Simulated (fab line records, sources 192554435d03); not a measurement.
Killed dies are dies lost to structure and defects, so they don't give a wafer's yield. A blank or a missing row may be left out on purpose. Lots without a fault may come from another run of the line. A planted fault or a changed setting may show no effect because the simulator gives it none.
Split-lot experiment | flow n5_finfet | 7 lots, 21 wafers read, on a route of 1938 steps

THE SPLIT
At N5_DUMMY_GATE_HM_DEP_06 (deposits SiNx from DCS/NH3, target thk 80 nm, time 5141 s), the setting time_s was moved away from the recipe's 5141 s on 9 of the 21 wafers read, by -9.7% to +7.2%. The other wafers ran this setting at the recipe's value.

The reading is taken at the split's own step.

THE READING
SiNx_of_DUMMY_GATE_HM_DEP_06.thk_nm (the simulator's own value, which no gauge read), in nm, at N5_DUMMY_GATE_HM_DEP_06 (deposits SiNx from DCS/NH3, target thk 80 nm, time 5141 s). The file gives no usual value for it. The 12 wafers here that ran the recipe average 80.2 nm, standard deviation 0.84 nm.

wafer  | tool, chamber at the split | time_s as run, s | against the recipe | SiNx_of_DUMMY_GATE_HM_DEP_06.thk_nm, nm | against lot-mates on the recipe
L076.1 | -, -                       | 5512             | +7.2%              | 85.4                                    | no lot-mate on the recipe
L076.4 | -, -                       | 5512             | +7.2%              | 85.4                                    | no lot-mate on the recipe
L076.5 | -, -                       | 5512             | +7.2%              | 85.4                                    | no lot-mate on the recipe
L077.1 | -, -                       | 5141             | recipe             | 80.2                                    | -
L077.2 | -, -                       | 5141             | recipe             | 80.6                                    | -
L077.4 | -, -                       | 5141             | recipe             | 79.8                                    | -
L079.3 | -, -                       | 5453             | +6.1%              | 85.4                                    | no lot-mate on the recipe
L079.4 | -, -                       | 5453             | +6.1%              | 85.4                                    | no lot-mate on the recipe
L079.5 | -, -                       | 5453             | +6.1%              | 86                                      | no lot-mate on the recipe
L089.2 | -, -                       | 4643             | -9.7%              | 71.2                                    | no lot-mate on the recipe
L089.3 | -, -                       | 4643             | -9.7%              | 70.6                                    | no lot-mate on the recipe
L089.6 | -, -                       | 4643             | -9.7%              | 71.4                                    | no lot-mate on the recipe
L090.1 | -, -                       | 5141             | recipe             | 81.2                                    | -
L090.5 | -, -                       | 5141             | recipe             | 81.2                                    | -
L090.4 | -, -                       | 5141             | recipe             | 81.8                                    | -
L091.3 | lpcvd-01, 0/50             | 5141             | recipe             | 80.6                                    | -
L091.5 | lpcvd-01, 0/59             | 5141             | recipe             | 79.6                                    | -
L091.6 | lpcvd-01, 0/64             | 5141             | recipe             | 79.8                                    | -
L093.1 | -, -                       | 5141             | recipe             | 78.8                                    | -
L093.2 | -, -                       | 5141             | recipe             | 79.6                                    | -
L093.3 | -, -                       | 5141             | recipe             | 79.4                                    | -

THE FIT
A straight line over all 21 wafers: SiNx_of_DUMMY_GATE_HM_DEP_06.thk_nm changes by +0.873 nm for each +1% of time_s; r = +0.98; the points scatter about the line by 0.83 nm.
Too few moved wafers have a lot-mate on the recipe to fit a line with each lot's own level taken away.

THE FILE'S OWN FIT
SiNx_of_DUMMY_GATE_HM_DEP_06.thk_nm changes by +0.873 nm for each +1% of time_s, r = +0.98.
